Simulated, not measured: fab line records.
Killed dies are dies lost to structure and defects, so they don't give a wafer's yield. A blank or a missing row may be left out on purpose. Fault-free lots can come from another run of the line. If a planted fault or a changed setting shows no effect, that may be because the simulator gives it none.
What tool caused it? -- flow n5Finfet -- 10 lots, 28 wafers sampled, at 6 steps of a route of 1938

WHAT THE GAUGES READ, wafer by wafer
The record lacks any reading of a measuring or inspecting step that a usual standard deviation could be used to judge.

EACH LOT AND THE TOOL THAT RAN IT (in order: tool; ch and the chambers of the sampled wafers; start)
lot,N5_BEOL_M11_PECVD_70,N5_BEOL_M11_STRIP_77,N5_BEOL_M11_ALD_74,N5_BEOL_M11_SURFACE_TREAT_76,N5_BEOL_M11_CMP_52,N5_PASSIVATION_PROBE_49
L804,"pecvd-03 ch 0,1, day 10 08:52","rieDiel-03 ch 2,3, day 10 14:24 or earlier","aldMetal-01 ch 0,1, day 10 14:24","pvdSputter-01, day 10 14:46","cmp-03 ch 0,1,3, day 10 17:01","prober-02, day 12 10:35"
L802,"pecvd-03 ch 0,1, day 10 09:22","rieDiel-06 ch 0,1,2, day 10 13:38 or earlier","aldMetal-02 ch 1,3, day 10 13:38","pvdSputter-03, day 10 13:56","cmp-03 ch 1,2,3, day 10 14:40","prober-02, day 12 05:05"
L803,"pecvd-01 ch 1,2, day 10 19:11","rieDiel-04 ch 0,1,2, day 10 22:35 or earlier","aldMetal-02 ch 0,1, day 10 22:35","pvdSputter-02, day 10 22:55","cmp-01 ch 1,2,3, day 11 01:02","prober-02, day 12 11:12"
L809,"pecvd-03 ch 1,2, day 11 21:37","rieDiel-03 ch 0,1, day 12 01:17 or earlier","aldMetal-02 ch 0,2,3, day 12 01:17","pvdSputter-02, day 12 01:44","cmp-01 ch 1,2,3, day 12 02:34","prober-01, day 13 18:20"
L813,"pecvd-04 ch 0,2, day 12 19:11","rieDiel-06 ch 0,1,2, day 13 01:01 or earlier","aldMetal-01 ch 1,2, day 13 01:01","pvdSputter-03, day 13 01:25","cmp-02 ch 0,3, day 13 03:34","prober-01, day 14 23:25"
L817,"pecvd-03 ch 0, day 14 02:02","rieDiel-03 ch 1,2, day 14 09:46 or earlier","aldMetal-04 ch 2,3, day 14 09:46","pvdSputter-03, day 14 10:05","cmp-01 ch 2,3, day 14 11:22","prober-01, day 16 00:03"
L819,"pecvd-03 ch 1,2, day 14 08:31","rieDiel-06 ch 0,1, day 14 14:47 or earlier","aldMetal-04 ch 0,1, day 14 14:47","pvdSputter-02, day 14 15:10","cmp-02 ch 1,2, day 14 16:17","prober-02, day 16 02:36"
L822,"pecvd-01 ch 0,1, day 15 03:06","rieDiel-04 ch 0,1,2, day 15 07:15 or earlier","aldMetal-04 ch 0,1, day 15 07:15","pvdSputter-03, day 15 08:22","cmp-02 ch 0,1,2, day 15 09:31","prober-02, day 16 21:20"
L823,"pecvd-01 ch 0,1, day 15 10:19","rieDiel-03 ch 0,1,2, day 15 14:05 or earlier","aldMetal-04 ch 1,2, day 15 14:05","pvdSputter-02, day 15 14:52","cmp-02 ch 0,2,3, day 15 16:01","prober-02, day 17 11:22"
L825,"pecvd-01 ch 0,2, day 16 01:13","rieDiel-04 ch 0,3, day 16 09:04 or earlier","aldMetal-04 ch 0,3, day 16 09:04","pvdSputter-02, day 16 09:37","cmp-02 ch 1,2,3, day 16 10:39","prober-02, day 18 10:24"
- N5_BEOL_M11_PECVD_70: deposits SiO2 from TEOS/O2, target thk 20 nm, time 22.7 s.
- N5_BEOL_M11_STRIP_77: strips in N2/H2, time 10 s.
- N5_BEOL_M11_ALD_74: deposits TaN, target thk 2 nm, pulse time 2 s, purge time 3 s.
- N5_BEOL_M11_SURFACE_TREAT_76
- N5_BEOL_M11_CMP_52: polishes, stops on SiCOH lowk, t overpolish 7 s, target thk 140 nm.
- N5_PASSIVATION_PROBE_49

WHAT THE TOOLS THEMSELVES READ (means of the sampled wafers that have a number; where no wafer has one, the mark that the record gives instead)
N5_BEOL_M11_PECVD_70.
lot,tool,chamberPressureTorr (Torr),heaterPowerW (W),showerheadPlenumPTorr (Torr),throttleValvePct (%)
L804,pecvd-03,5.491,685,8.67,21.5
L802,pecvd-03,5.491,732,8.69,22.8
L803,pecvd-01,5.495,737,8.69,21.7
L809,pecvd-03,5.495,712,8.73,20.9
L813,pecvd-04,5.505,787,8.80,22.6
L817,pecvd-03,5.493,742,8.66,20.4
L819,pecvd-03,5.498,727,8.75,21.8
L822,pecvd-01,5.509,657,8.74,21.8
L823,pecvd-01,5.504,723,8.80,22.1
L825,pecvd-01,5.494,706,8.80,22.3

N5_BEOL_M11_STRIP_77.
lot,tool,chamberPressureMTorr (mTorr),drypumpMotorCurrentA (A),oesProductAu (a.u.),rfVppV (V),showerheadPlenumPTorr (Torr),throttleValvePct (%)
L804,rieDiel-03,20.013,6.4,0.79,59.5,2.51,23.7
L802,rieDiel-06,19.997,5.6,0.80,58.6,2.50,23.6
L803,rieDiel-04,19.993,6.0,0.78,59.1,2.48,23.6
L809,rieDiel-03,19.998,6.0,0.72,58.8,2.54,23.5
L813,rieDiel-06,19.986,5.7,0.77,58.8,2.50,23.6
L817,rieDiel-03,20.011,6.0,0.79,59.2,2.58,23.1
L819,rieDiel-06,20.003,6.0,0.79,59.5,2.50,23.5
L822,rieDiel-04,19.998,6.0,0.75,58.9,2.47,23.7
L823,rieDiel-03,19.994,6.1,0.76,59.9,2.51,23.3
L825,rieDiel-04,19.989,6.1,0.67,59.6,2.55,23.7

N5_BEOL_M11_ALD_74.
lot,tool,chamberPressureTorr (Torr),heaterPowerW (W)
L804,aldMetal-01,2.999,386
L802,aldMetal-02,2.996,433
L803,aldMetal-02,3.004,435
L809,aldMetal-02,2.996,404
L813,aldMetal-01,2.996,420
L817,aldMetal-04,3.013,438
L819,aldMetal-04,2.998,407
L822,aldMetal-04,3.002,405
L823,aldMetal-04,3.003,372
L825,aldMetal-04,2.997,456

N5_BEOL_M11_CMP_52.
lot,tool,barrierFieldEndpointS (s),headPressurePsi (psi),motorCurrentA (A)
L804,cmp-03,28.5,0.9986,5.5
L802,cmp-03,28.7,1.0006,6.0
L803,cmp-01,29.1,0.9985,5.6
L809,cmp-01,28.3,0.9999,5.8
L813,cmp-02,28.5,0.9991,6.6
L817,cmp-01,25.2,0.9999,5.6
L819,cmp-02,26.3,1.0006,6.7
L822,cmp-02,29.1,1.0007,6.8
L823,cmp-02,29.5,1.0011,6.5
L825,cmp-02,29.9,0.9976,6.7

N5_PASSIVATION_PROBE_49.
lot,tool,defectLimitedYield (%),killed_at_M0_to_M3,killed_at_M4_up,killedAtContacts,killedAtFrontEnd,killedAtOther,killedDies,killedOpen,killedShort,sort_bin_4_leakage (%),sort_bin_5_function (%),sort_bin_6_memory (%),sort_bin_8_speed (%),sortNPass,sortYieldPct (%)
L804,prober-02,90.2,34,12,28,38,3.3,116,81,31,0.00,5.8,3.7,0.0,1064,90.2
L802,prober-02,90.4,36,14,8,51,5.0,114,67,43,0.03,5.2,3.6,0.0,1066,90.3
L803,prober-02,92.6,33,14,11,27,2.7,87,57,29,0.00,4.1,3.1,0.0,1093,92.6
L809,prober-01,92.1,32,11,14,33,2.3,93,63,29,0.00,4.8,2.8,0.0,1087,92.1
L813,prober-01,90.4,46,16,8,40,2.3,113,75,37,0.00,5.3,4.0,1.2,1053,89.2
L817,prober-01,91.1,28,11,9,56,0.5,106,60,39,0.34,4.6,3.8,0.0,1070,90.7
L819,prober-02,90.8,33,10,16,42,8.0,109,64,44,0.00,5.9,3.2,0.0,1071,90.8
L822,prober-02,90.0,50,10,14,44,1.0,119,76,40,0.00,6.3,3.3,0.0,1061,90.0
L823,prober-02,92.8,25,9,9,38,4.0,85,63,20,0.00,4.5,2.5,0.0,1095,92.8
L825,prober-02,92.4,35,14,5,30,4.3,89,63,25,0.00,4.3,3.1,0.0,1091,92.4

THE ANSWER, worked out from the rows above alone
Rule: usual is defined by the lots themselves. Put in order of their means at a reading, lots are off if they are a third of the lots or fewer, leave a main group of 4 or more, and stand apart from it by a gap of 3 or more times the standard deviation of the main group's means; of several such gaps the widest counts. If all means in a main group match to the digits the tables above print for the reading, that group is not used. A lot without any number at a reading at which 4 lots or more have one is off too. The other lots that the step has rows for count as sound. The gauges are gone through in route order, then the tools' own readings, and for those a lot's mean is taken as printed above. The first step at which some lot is off is used, and at that step the reading that is off furthest; a lot without a number counts as furthest.
Off: L817, L819 (N5_BEOL_M11_CMP_52, barrierFieldEndpointS). Mean 28.9 s and standard deviation 0.52 in the main group.
A tool fits if, at that step or a process step before it, it ran every lot that is off, and no sound lot after the first of them. With no start given for some of its lots, N5_BEOL_M11_STRIP_77 uses the hours and lot order of N5_BEOL_M11_ALD_74. One candidate fits, namely pecvd-03 at N5_BEOL_M11_PECVD_70. A fault onset in the window from L809 (day 11 21:37, its last sound lot) to L817 (day 14 02:02, its first lot off) fits.

WHAT WAS PUT IN BY THE SIMULATOR
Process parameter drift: pecvd-03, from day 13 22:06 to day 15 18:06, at N5_BEOL_M11_PECVD_70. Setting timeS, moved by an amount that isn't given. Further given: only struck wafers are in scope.
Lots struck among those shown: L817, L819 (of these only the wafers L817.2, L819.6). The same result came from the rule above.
